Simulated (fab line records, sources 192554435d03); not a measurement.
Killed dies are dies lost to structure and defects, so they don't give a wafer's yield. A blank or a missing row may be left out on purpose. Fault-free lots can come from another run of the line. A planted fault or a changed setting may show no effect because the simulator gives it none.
fab line records + flow n5_finfet
record:
- lots: 7
- wafers: 39
route steps=1938 shown WELL_APT@24 FIN_CUT@169 HKMG_FIN@406
start_h: the number of hours between the record's first day and the start of the first shown wafer of the lot + wait_h: time in hours since the lot's previous step + " as in the row above + L1.1+2: a row that stands for several wafers + - no value present, or no start provided + * or withheld: withheld + < > ~ a bound
route shown NAME@n: names a module that has steps shown in the file, with the first one's number in the route + usual: the fault-free wafers' mean and standard deviation + same: alike in all rows + chamber/n: place in a boat + sites: the reading at each site + _std_site: the values' standard deviation + _edge_site: outer sites' mean less inner sites' + radius_mm: for every site, how far away it sits from the centre of the wafer + mask NAME#n: copy n + behind: the last tool/chamber to shape the wafer + hold: why the lot went on hold/how many hours it stayed there/how the hold came to an end + device: transistor that didn't switch, given as n, p or np + end of line: at the end of the route, the tests of the same wafers + a step given without rows: its recipe and nothing more + killed: dies that structure and defects cost at the first sort, which is not the same as the wafer's yield + map: per-die view of a wafer (x killed, . not killed, _ where there is no die)
set.NAME: setting as actually run; set.NAME@STEP: the setting as run at that earlier step + model.NAME: the simulator's own value behind a step, which no gauge read
lots where settings were altered on purpose, with a table for each step and a row for each wafer
== steps ==
step: N5_WELL_APT_EXPOSE_05
recipe:
- mask_id: NWELL
- na: 0.8
- source_shape: conventional
- sigma_outer: 0.8
- polarization: unpolarized
- defocus_nm: 0
- target_cd_nm: 200
- dose_mj: 20.3
| lot.wafer  | tool           | chamber | start_h | wait_h | mask    | set.dose_mj |
|------------|----------------|---------|---------|--------|---------|-------------|
| L076.1+5+6 | krf_scanner-02 | 0       | 25.51   | -      | NWELL#0 | 20.3        |
| L076.2+3+4 | "              | 0       | "       | "      | NWELL#0 | 19.55       |
| L080.1+3+4 | krf_scanner-01 | 0       | 50.00   | -      | NWELL#0 | 20.3        |
| L080.2+5+6 | "              | 0       | "       | "      | NWELL#0 | 19.78       |
| L083.1+3+6 | krf_scanner-02 | 0       | 67.51   | -      | NWELL#0 | 20.3        |
| L083.2+4+5 | "              | 0       | "       | "      | NWELL#0 | 19.21       |
| L086.3+4+6 | krf_scanner-01 | 0       | 85.47   | -      | NWELL#0 | 20.3        |
| L088.1+3+5 | krf_scanner-02 | 0       | 97.48   | -      | NWELL#0 | 19.72       |
| L088.2+4+6 | "              | 0       | "       | "      | NWELL#0 | 20.3        |
| L096.1+2+3 | krf_scanner-01 | 0       | 145.66  | -      | NWELL#0 | 20.3        |
| L096.4+5+6 | "              | 0       | "       | "      | NWELL#0 | 21.19       |
| L097.1+2+3 | krf_scanner-02 | 0       | 151.66  | -      | NWELL#0 | 18.99       |
| L097.4+5+6 | "              | 0       | "       | "      | NWELL#0 | 20.3        |
step: N5_WELL_APT_PEB_06
recipe:
- peb_temp_c: 130
- peb_time_s: 90
step: N5_WELL_APT_DEVELOP_07
recipe:
- develop_time_s: 45
- rinse_liquid: surfactant_rinse
- dry: air_spin
- dev_temp_c: 21
step: N5_WELL_APT_HARDBAKE_12
recipe:
- temp_c: 130
- time_s: 120
step: N5_WELL_APT_CD_MEAS_08
recipe:
- target_cd_nm: 200
- landing_energy_ev: 500
- detector: se_inlens
usual:
- cd_nm: 200.5/1.2
| lot.wafer | tool      | chamber | start_h | wait_h | set.dose_mj@WELL_APT_EXPOSE_05 | cd_nm |
|-----------|-----------|---------|---------|--------|--------------------------------|-------|
| L076.1    | cd_sem-01 | 0       | 25.69   | -      | 20.3                           | 202.6 |
| L076.2    | "         | 0       | "       | "      | 19.55                          | 192.9 |
| L076.3    | "         | 0       | "       | "      | 19.55                          | 194.7 |
| L076.4    | "         | 0       | "       | "      | 19.55                          | 194.8 |
| L076.5    | "         | 0       | "       | "      | 20.3                           | 202.7 |
| L076.6    | "         | 0       | "       | "      | 20.3                           | 201.6 |
| L080.1    | cd_sem-03 | 0       | 50.17   | -      | 20.3                           | 200.1 |
| L080.2    | "         | 0       | "       | "      | 19.78                          | 197.0 |
| L080.3    | "         | 0       | "       | "      | 20.3                           | 202.1 |
| L080.4    | "         | 0       | "       | "      | 20.3                           | 200.5 |
| L080.5    | "         | 0       | "       | "      | 19.78                          | 197.7 |
| L080.6    | "         | 0       | "       | "      | 19.78                          | 195.7 |
| L083.1    | cd_sem-01 | 0       | 67.68   | -      | 20.3                           | 203.3 |
| L083.2    | "         | 0       | "       | "      | 19.21                          | 192.7 |
| L083.3    | "         | 0       | "       | "      | 20.3                           | 201.9 |
| L083.4    | "         | 0       | "       | "      | 19.21                          | 192.6 |
| L083.5    | "         | 0       | "       | "      | 19.21                          | 192.7 |
| L083.6    | "         | 0       | "       | "      | 20.3                           | 203.1 |
| L086.3    | cd_sem-02 | 0       | 85.64   | -      | 20.3                           | 200.2 |
| L086.4    | "         | 0       | "       | "      | 20.3                           | 202.2 |
| L086.6    | "         | 0       | "       | "      | 20.3                           | 200.0 |
| L088.1    | cd_sem-03 | 0       | 97.65   | -      | 19.72                          | 194.2 |
| L088.2    | "         | 0       | "       | "      | 20.3                           | 199.1 |
| L088.3    | "         | 0       | "       | "      | 19.72                          | 193.6 |
| L088.4    | "         | 0       | "       | "      | 20.3                           | 198.4 |
| L088.5    | "         | 0       | "       | "      | 19.72                          | 193.9 |
| L088.6    | "         | 0       | "       | "      | 20.3                           | 197.5 |
| L096.1    | cd_sem-02 | 0       | 145.83  | -      | 20.3                           | 200.3 |
| L096.2    | "         | 0       | "       | "      | 20.3                           | 199.4 |
| L096.3    | "         | 0       | "       | "      | 20.3                           | 199.9 |
| L096.4    | "         | 0       | "       | "      | 21.19                          | 206.2 |
| L096.5    | "         | 0       | "       | "      | 21.19                          | 206.5 |
| L096.6    | "         | 0       | "       | "      | 21.19                          | 208.7 |
| L097.1    | cd_sem-03 | 0       | 151.83  | -      | 18.99                          | 189.0 |
| L097.2    | "         | 0       | "       | "      | 18.99                          | 188.0 |
| L097.3    | "         | 0       | "       | "      | 18.99                          | 189.1 |
| L097.4    | "         | 0       | "       | "      | 20.3                           | 199.8 |
| L097.5    | "         | 0       | "       | "      | 20.3                           | 199.3 |
| L097.6    | "         | 0       | "       | "      | 20.3                           | 200.8 |
step: N5_WELL_APT_DESCUM_13
recipe:
- chemistry: O2
- time_s: 7.9
- source_power_w: 50
- bias_power_w: 20
- pressure_mtorr: 20
- rf_frequency_hz: 2.712e+07
- temp_c: 40
- o2_flow_sccm: 225
| lot.wafer | tool        | chamber | start_h | wait_h | set.dose_mj@WELL_APT_EXPOSE_05 | model.WELL_APT.cd_nm |
|-----------|-------------|---------|---------|--------|--------------------------------|----------------------|
| L076.1    | rie_diel-05 | 0       | 26.69   | 1.0    | 20.3                           | 202.2                |
| L076.2    | "           | 1       | "       | "      | 19.55                          | 192.8                |
| L076.3    | "           | 3       | "       | "      | 19.55                          | 194.5                |
| L076.4    | "           | 2       | "       | "      | 19.55                          | 195.1                |
| L076.5    | "           | 2       | "       | "      | 20.3                           | 202.6                |
| L076.6    | "           | 3       | "       | "      | 20.3                           | 201.7                |
| L080.1    | rie_diel-03 | 0       | 50.58   | 0.4    | 20.3                           | 200.2                |
| L080.2    | "           | 3       | "       | "      | 19.78                          | 196.7                |
| L080.3    | "           | 1       | "       | "      | 20.3                           | 201.8                |
| L080.4    | "           | 2       | "       | "      | 20.3                           | 200.6                |
| L080.5    | "           | 2       | "       | "      | 19.78                          | 197.7                |
| L080.6    | "           | 3       | "       | "      | 19.78                          | 195.8                |
| L083.1    | rie_diel-05 | 2       | 67.79   | 0.1    | 20.3                           | 203.6                |
| L083.2+4  | "           | 3,1     | "       | "      | 19.21                          | 193                  |
| L083.3    | "           | 0       | "       | "      | 20.3                           | 202                  |
| L083.5    | "           | 0       | "       | "      | 19.21                          | 192.8                |
| L083.6    | "           | 3       | "       | "      | 20.3                           | 202.8                |
| L086.3    | rie_diel-03 | 3       | 85.73   | 0.0    | 20.3                           | 200.4                |
| L086.4    | "           | 2       | "       | "      | 20.3                           | 202.2                |
| L086.6    | "           | 1       | "       | "      | 20.3                           | 200.1                |
| L088.1    | rie_diel-05 | 2       | 97.77   | 0.1    | 19.72                          | 193.8                |
| L088.2    | "           | 0       | "       | "      | 20.3                           | 198.8                |
| L088.3    | "           | 3       | "       | "      | 19.72                          | 193.4                |
| L088.4    | "           | 1       | "       | "      | 20.3                           | 198.2                |
| L088.5    | "           | 2       | "       | "      | 19.72                          | 194                  |
| L088.6    | "           | 3       | "       | "      | 20.3                           | 197.3                |
| L096.1    | rie_diel-05 | 2       | 146.07  | 0.2    | 20.3                           | 200.5                |
| L096.2    | "           | 1       | "       | "      | 20.3                           | 199.1                |
| L096.3    | "           | 3       | "       | "      | 20.3                           | 199.7                |
| L096.4    | "           | 0       | "       | "      | 21.19                          | 206.3                |
| L096.5    | "           | 0       | "       | "      | 21.19                          | 206.8                |
| L096.6    | "           | 1       | "       | "      | 21.19                          | 208.6                |
| L097.1+3  | rie_diel-01 | 2,3     | 151.92  | 0.0    | 18.99                          | 189.1                |
| L097.2    | "           | 1       | "       | "      | 18.99                          | 187.7                |
| L097.4    | "           | 0       | "       | "      | 20.3                           | 200                  |
| L097.5    | "           | 1       | "       | "      | 20.3                           | 199                  |
| L097.6    | "           | 2       | "       | "      | 20.3                           | 200.4                |
step: N5_WELL_APT_IMPLANT_31
recipe:
- species: B
- energy_kev: 60
- dose_cm2: 1.5e+13
- tilt_deg: 0
- rotation_deg: 0
| lot.wafer  | tool         | chamber | start_h | wait_h | set.energy_kev | model.implant.rp_nm | model.implant.drp_nm |
|------------|--------------|---------|---------|--------|----------------|---------------------|----------------------|
| L076.1+3+4 | implanter-02 | 0       | 27.94   | 0.1    | 61.98          | 200.6               | 65.63                |
| L076.2+5+6 | "            | 0       | "       | "      | 60             | 193.1               | 64.53                |
| L080.1+2+5 | implanter-01 | 0       | 51.94   | 0.1    | 60             | 183.6               | 64.53                |
| L080.3+4+6 | "            | 0       | "       | "      | 63.47          | 197.5               | 66.45                |
| L083.1+2+4 | implanter-01 | 0       | 69.02   | 0.1    | 60             | 188.5               | 64.53                |
| L083.3+5+6 | "            | 0       | "       | "      | 53.96          | 170.9               | 60.95                |
| L086.3+4+6 | implanter-02 | 0       | 87.03   | 0.1    | 60             | 189.5               | 64.53                |
| L088.1+4+5 | implanter-02 | 0       | 99.79   | 0.1    | 55.35          | 173.4               | 61.8                 |
| L088.2+3+6 | "            | 0       | "       | "      | 60             | 186.7               | 64.53                |
| L096.1+2+4 | implanter-02 | 0       | 147.28  | 0.1    | 63.38          | 202.7               | 66.4                 |
| L096.3+5+6 | "            | 0       | "       | "      | 60             | 188.7               | 64.53                |
| L097.1+5+6 | implanter-02 | 0       | 153.15  | 0.1    | 60             | 198.2               | 64.53                |
| L097.2+3+4 | "            | 0       | "       | "      | 54.32          | 180.9               | 61.17                |
step: N5_FIN_CUT_ETCH_21
recipe:
- chemistry: N2/H2
- target: SOC
- target_depth_a: 2190
- overetch_a: 438
- mask_material: SiARC
- temp_c: 40
- ion_energy_ev: 100
- bias_w: 61
- time_s: 523.5
- pressure_mtorr: 30
- source_w: 850
- n2_flow_sccm: 200
- h2_flow_sccm: 200
usual:
- rf_vpp_V: 241.0/1.3
| lot.wafer | tool        | chamber | start_h | wait_h | set.bias_w | rf_vpp_V | model.SiARC_of_FIN_CUT_COAT_19.thk_nm |
|-----------|-------------|---------|---------|--------|------------|----------|---------------------------------------|
| L076.1    | rie_diel-04 | 3       | 39.35   | 0.0    | 61         | 240.3    | 11.6                                  |
| L076.2    | "           | 1       | "       | "      | 67.62      | 255.5    | 11.4                                  |
| L076.3    | "           | 2       | "       | "      | 67.62      | 257.6    | 11.4                                  |
| L076.4    | "           | 0       | "       | "      | 61         | 242.2    | 11.8                                  |
| L076.5    | "           | 1       | "       | "      | 67.62      | 254.5    | 11.4                                  |
| L076.6    | "           | 0       | "       | "      | 61         | 243.1    | 11.8                                  |
| L080.1    | rie_diel-06 | 2       | 63.19   | 0.0    | 61         | 244.3    | 11.8                                  |
| L080.2    | "           | 3       | "       | "      | 61         | 241.8    | 12                                    |
| L080.3    | "           | 0       | "       | "      | 61         | 242.2    | 12                                    |
| L080.4    | "           | 1       | "       | "      | 49.73      | 211.7    | 12.8                                  |
| L080.5    | "           | 0       | "       | "      | 49.73      | 211.4    | 13                                    |
| L080.6    | "           | 3       | "       | "      | 49.73      | 209.9    | 13                                    |
| L083.1    | rie_diel-06 | 3       | 81.16   | 0.0    | 61         | 241.8    | 12                                    |
| L083.2    | "           | 1       | "       | "      | 70.42      | 265.9    | 11.2                                  |
| L083.3    | "           | 0       | "       | "      | 61         | 242.7    | 12                                    |
| L083.4    | "           | 2       | "       | "      | 70.42      | 265.4    | 11                                    |
| L083.5    | "           | 2       | "       | "      | 61         | 242.4    | 11.8                                  |
| L083.6    | "           | 3       | "       | "      | 70.42      | 262.9    | 11.2                                  |
| L086.3    | rie_diel-02 | 2       | 105.89  | 0.0    | 61         | 239.8    | 12                                    |
| L086.4    | "           | 3       | "       | "      | 61         | 243.1    | 12.2                                  |
| L086.6    | "           | 2       | "       | "      | 61         | 239.6    | 11.8                                  |
| L088.1    | rie_diel-06 | 1       | 112.84  | 0.0    | 61         | 241.8    | 11.8                                  |
| L088.2    | "           | 2       | "       | "      | 70.93      | 265.8    | 10.8                                  |
| L088.3    | "           | 3       | "       | "      | 70.93      | 263.5    | 11.2                                  |
| L088.4    | "           | 0       | "       | "      | 70.93      | 266.8    | 11.2                                  |
| L088.5    | "           | 0       | "       | "      | 61         | 241.0    | 12                                    |
| L088.6    | "           | 1       | "       | "      | 61         | 240.8    | 12                                    |
| L096.1    | rie_diel-02 | 0       | 162.20  | 0.0    | 61         | 240.4    | 12                                    |
| L096.2    | "           | 3       | "       | "      | 51.04      | 215.7    | 13                                    |
| L096.3    | "           | 1       | "       | "      | 61         | 240.8    | 11.8                                  |
| L096.4    | "           | 2       | "       | "      | 51.04      | 213.3    | 12.8                                  |
| L096.5    | "           | 1       | "       | "      | 61         | 241.2    | 11.8                                  |
| L096.6    | "           | 2       | "       | "      | 51.04      | 213.5    | 12.8                                  |
| L097.1    | rie_diel-06 | 3       | 165.65  | 0.0    | 61         | 240.2    | 12                                    |
| L097.2    | "           | 0       | "       | "      | 55.98      | 227.3    | 12.4                                  |
| L097.3    | "           | 1       | "       | "      | 55.98      | 229.2    | 12.4                                  |
| L097.4    | "           | 2       | "       | "      | 61         | 242.5    | 11.8                                  |
| L097.5    | "           | 0       | "       | "      | 61         | 241.4    | 12                                    |
| L097.6    | "           | 3       | "       | "      | 55.98      | 226.5    | 12.4                                  |
step: N5_HKMG_FIN_ETCH_58
recipe:
- chemistry: N2/H2
- target: SOC
- target_depth_a: 2158
- ion_energy_ev: 50
- bias_w: 13
- time_s: 741
- pressure_mtorr: 30
- source_w: 875
- n2_flow_sccm: 200
- h2_flow_sccm: 200
usual:
- rf_vpp_V: 99.3/0.95
| lot.wafer | tool        | chamber | start_h | wait_h | set.bias_w | rf_vpp_V |
|-----------|-------------|---------|---------|--------|------------|----------|
| L076.1    | rie_diel-01 | 2       | 85.98   | 0.0    | 13.94      | 103.8    |
| L076.2    | "           | 3       | "       | "      | 13         | 100.2    |
| L076.3    | "           | 1       | "       | "      | 13         | 98.6     |
| L076.4    | "           | 0       | "       | "      | 13.94      | 106.8    |
| L076.5    | "           | 2       | "       | "      | 13.94      | 106.0    |
| L076.6    | "           | 3       | "       | "      | 13         | 100.4    |
| L080.1    | rie_diel-03 | 0       | 113.33  | 0.0    | 13         | 98.5     |
| L080.2    | "           | 1       | "       | "      | 13         | 98.7     |
| L080.3    | "           | 2       | "       | "      | 13         | 100.2    |
| L080.4    | "           | 3       | "       | "      | 13         | 97.6     |
| L080.5    | "           | 3       | "       | "      | 13         | 98.5     |
| L080.6    | "           | 0       | "       | "      | 13         | 98.2     |
| L083.1    | rie_diel-05 | 0       | 128.98  | 0.0    | 15.32      | 110.2    |
| L083.2    | "           | 1       | "       | "      | 13         | 99.1     |
| L083.3    | "           | 2       | "       | "      | 15.32      | 109.7    |
| L083.4    | "           | 3       | "       | "      | 15.32      | 110.4    |
| L083.5    | "           | 0       | "       | "      | 13         | 100.6    |
| L083.6    | "           | 3       | "       | "      | 13         | 98.7     |
| L086.3    | rie_diel-05 | 2       | 151.98  | 0.0    | 13         | 99.6     |
| L086.4    | "           | 3       | "       | "      | 13         | 99.4     |
| L086.6    | "           | 3       | "       | "      | 13         | 97.3     |
| L088.1    | rie_diel-01 | 1       | 159.25  | 0.0    | 13         | 98.0     |
| L088.2    | "           | 2       | "       | "      | 13         | 100.4    |
| L088.3    | "           | 3       | "       | "      | 13         | 99.9     |
| L088.4    | "           | 0       | "       | "      | 13         | 98.8     |
| L088.5    | "           | 3       | "       | "      | 13         | 100.5    |
| L088.6    | "           | 0       | "       | "      | 13         | 99.4     |
| L096.1    | rie_diel-01 | 3       | 208.05  | 0.0    | 13         | 100.0    |
| L096.2    | "           | 1       | "       | "      | 13         | 99.0     |
| L096.3    | "           | 0       | "       | "      | 13         | 99.8     |
| L096.4    | "           | 2       | "       | "      | 13         | 98.5     |
| L096.5    | "           | 2       | "       | "      | 13         | 99.9     |
| L096.6    | "           | 3       | "       | "      | 13         | 99.2     |
| L097.1    | rie_diel-01 | 0       | 208.84  | 0.0    | 13.83      | 104.2    |
| L097.2    | "           | 2       | "       | "      | 13         | 101.5    |
| L097.3    | "           | 1       | "       | "      | 13.83      | 103.0    |
| L097.4    | "           | 3       | "       | "      | 13         | 99.5     |
| L097.5    | "           | 0       | "       | "      | 13.83      | 102.0    |
| L097.6    | "           | 1       | "       | "      | 13         | 97.9     |
== key ==
split:
- step: N5_WELL_APT_EXPOSE_05
- setting: dose_mj
- stated: 20.3
- by: wafer
response:
- step: N5_WELL_APT_CD_MEAS_08
- reading: cd_nm
- change: +1.8
- per: 1%
- r: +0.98
response:
- step: N5_WELL_APT_DESCUM_13
- reading: model.WELL_APT.cd_nm
- change: +1.78
- per: 1%
- r: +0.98
split:
- step: N5_WELL_APT_IMPLANT_31
- setting: energy_kev
- stated: 60
- by: wafer
response:
- step: N5_WELL_APT_IMPLANT_31
- reading: model.implant.rp_nm
- change: +1.92
- per: 1%
- r: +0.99
response:
- step: N5_WELL_APT_IMPLANT_31
- reading: model.implant.drp_nm
- change: +0.349
- per: 1%
- r: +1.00
split:
- step: N5_FIN_CUT_ETCH_21
- setting: bias_w
- stated: 61
- by: wafer
response:
- step: N5_FIN_CUT_ETCH_21
- reading: rf_vpp_V
- change: +1.56
- per: 1%
- r: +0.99
response:
- step: N5_FIN_CUT_ETCH_21
- reading: model.SiARC_of_FIN_CUT_COAT_19.thk_nm
- change: -0.053
- per: 1%
- r: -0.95
split:
- step: N5_HKMG_FIN_ETCH_58
- setting: bias_w
- stated: 13
- by: wafer
response:
- step: N5_HKMG_FIN_ETCH_58
- reading: rf_vpp_V
- change: +0.615
- per: 1%
- r: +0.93
